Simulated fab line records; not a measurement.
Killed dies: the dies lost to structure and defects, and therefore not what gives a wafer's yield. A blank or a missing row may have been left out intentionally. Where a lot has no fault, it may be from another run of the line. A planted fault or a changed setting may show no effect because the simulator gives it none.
Split-lot trial | flow n5_finfet | on a route of 1938 steps: 7 lots, 21 wafers read

== ON THE SPLIT ==
At N5_HKMG_FIN_COAT_42 (time 60 s, resist thk 35 nm), the setting spin_rpm was moved away from the recipe's 1500 rpm on 10 of the 21 wafers read, by -7.7% to +10.7%. The other wafers ran this setting at the recipe's value.

== SPLIT TO READING: what lies between them in the file, 1 step ==
- N5_HKMG_FIN_ETCH_54: etches SiARC in CF4, target depth 45.5 nm, time 75.8 s (also split here: source_w)

== THE READING ==
SiARC_of_HKMG_FIN_COAT_42.thk_nm (the simulator's own value, which no gauge read), in nm, at N5_HKMG_FIN_ETCH_55 (etches SOC in N2/H2, target depth 240 nm, time 300 s). The file gives no usual value for it. Across the 11 wafers here that went through the recipe, the average is 21.4 nm and the standard deviation 0.43 nm.

wafer  | tool, chamber at the split | spin_rpm as run, rpm | against the recipe | SiARC_of_HKMG_FIN_COAT_42.thk_nm, nm | against lot-mates on the recipe
L077.1 | litho_track-01, 0          | 1500                 | recipe             | 20.8                                 | -
L077.2 | litho_track-01, 0          | 1500                 | recipe             | 21.2                                 | -
L077.6 | litho_track-01, 0          | 1387                 | -7.5%              | 22.6                                 | +1.6
L081.2 | litho_track-01, 0          | 1500                 | recipe             | 21.8                                 | -
L081.4 | litho_track-01, 0          | 1647                 | +9.8%              | 19.6                                 | -1.9
L081.5 | litho_track-01, 0          | 1500                 | recipe             | 21.2                                 | -
L083.4 | litho_track-01, 0          | 1500                 | recipe             | 21.4                                 | -
L083.5 | litho_track-01, 0          | 1500                 | recipe             | 22                                   | -
L083.6 | litho_track-01, 0          | 1500                 | recipe             | 21.2                                 | -
L084.1 | litho_track-03, 0          | 1446                 | -3.6%              | 22                                   | no lot-mate on the recipe
L084.4 | litho_track-03, 0          | 1446                 | -3.6%              | 22                                   | no lot-mate on the recipe
L084.6 | litho_track-03, 0          | 1446                 | -3.6%              | 21.8                                 | no lot-mate on the recipe
L088.1 | litho_track-03, 0          | 1385                 | -7.7%              | 22.6                                 | no lot-mate on the recipe
L088.2 | litho_track-03, 0          | 1385                 | -7.7%              | 22.4                                 | no lot-mate on the recipe
L088.5 | litho_track-03, 0          | 1385                 | -7.7%              | 22.8                                 | no lot-mate on the recipe
L090.2 | litho_track-05, 0          | 1500                 | recipe             | 22                                   | -
L090.3 | litho_track-05, 0          | 1431                 | -4.6%              | 22.4                                 | +0.6
L090.6 | litho_track-05, 0          | 1500                 | recipe             | 21.6                                 | -
L092.1 | litho_track-05, 0          | 1661                 | +10.7%             | 19.4                                 | -1.5
L092.4 | litho_track-05, 0          | 1500                 | recipe             | 21.2                                 | -
L092.5 | litho_track-05, 0          | 1500                 | recipe             | 20.6                                 | -

THE FIT
A straight line over all 21 wafers: SiARC_of_HKMG_FIN_COAT_42.thk_nm changes by -0.174 nm for each +1% of spin_rpm; r = -0.93; the points scatter about the line by 0.35 nm.
The same after taking each lot's own level away (the mean of its wafers on the recipe; 15 wafers): -0.172 nm for each +1%; r = -0.94; scatter 0.3 nm.
According to that fit, moving spin_rpm by its largest amount changes the reading by 1.8 nm.
Measured against the standard deviation above, the lots' own levels, which go from 20.90 to 21.80 nm, span 2.1 times it.
The two slopes agree, so the slope changes little with the lot-to-lot level.
Check: with one of the wafers moved furthest among these (+10.7%) left out of the fit, the line predicts -2.08 nm for it against its lot-mates. Against them it came out at -1.5 nm.

== OTHER SPLITS APPLIED TO THESE WAFERS ==
These wafers also went through other splits before the reading. Each is held against what the fit with the lots' levels taken away leaves over:
other split on the same wafers | wafers away from the commonest value | r with SiARC_of_HKMG_FIN_COAT_42.thk_nm (lot level and that fit taken away)
N5_HKMG_FIN_ETCH_54 source_w   | 6                                    | +0.06

== THE WHOLE CHAIN: every reading that the file lists as answering this split, in the file's order ==
step                | what it does                                           | reading                                                                             | change (the file's fit)               | r (the file's)
N5_HKMG_FIN_COAT_42 | time 60 s, resist thk 35 nm                            | SiARC_of_HKMG_FIN_COAT_42.thk_nm (the simulator's own value, which no gauge read)   | -0.163 nm for each +1% of the setting | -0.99
N5_HKMG_FIN_ETCH_54 | etches SiARC in CF4, target depth 45.5 nm, time 75.8 s | etch.depth_nm (the simulator's own value, which no gauge read)                      | -0.166 nm for each +1% of the setting | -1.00
N5_HKMG_FIN_ETCH_54 | etches SiARC in CF4, target depth 45.5 nm, time 75.8 s | CAR-ArF_of_HKMG_FIN_COAT_43.thk_nm (the simulator's own value, which no gauge read) | +0.146 nm for each +1% of the setting | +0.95
N5_HKMG_FIN_ETCH_55 | etches SOC in N2/H2, target depth 240 nm, time 300 s   | SiARC_of_HKMG_FIN_COAT_42.thk_nm (the simulator's own value, which no gauge read)   | -0.171 nm for each +1% of the setting | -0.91

== FILE'S OWN FIT ==
SiARC_of_HKMG_FIN_COAT_42.thk_nm changes by -0.171 nm for each +1% of spin_rpm, r = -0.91.
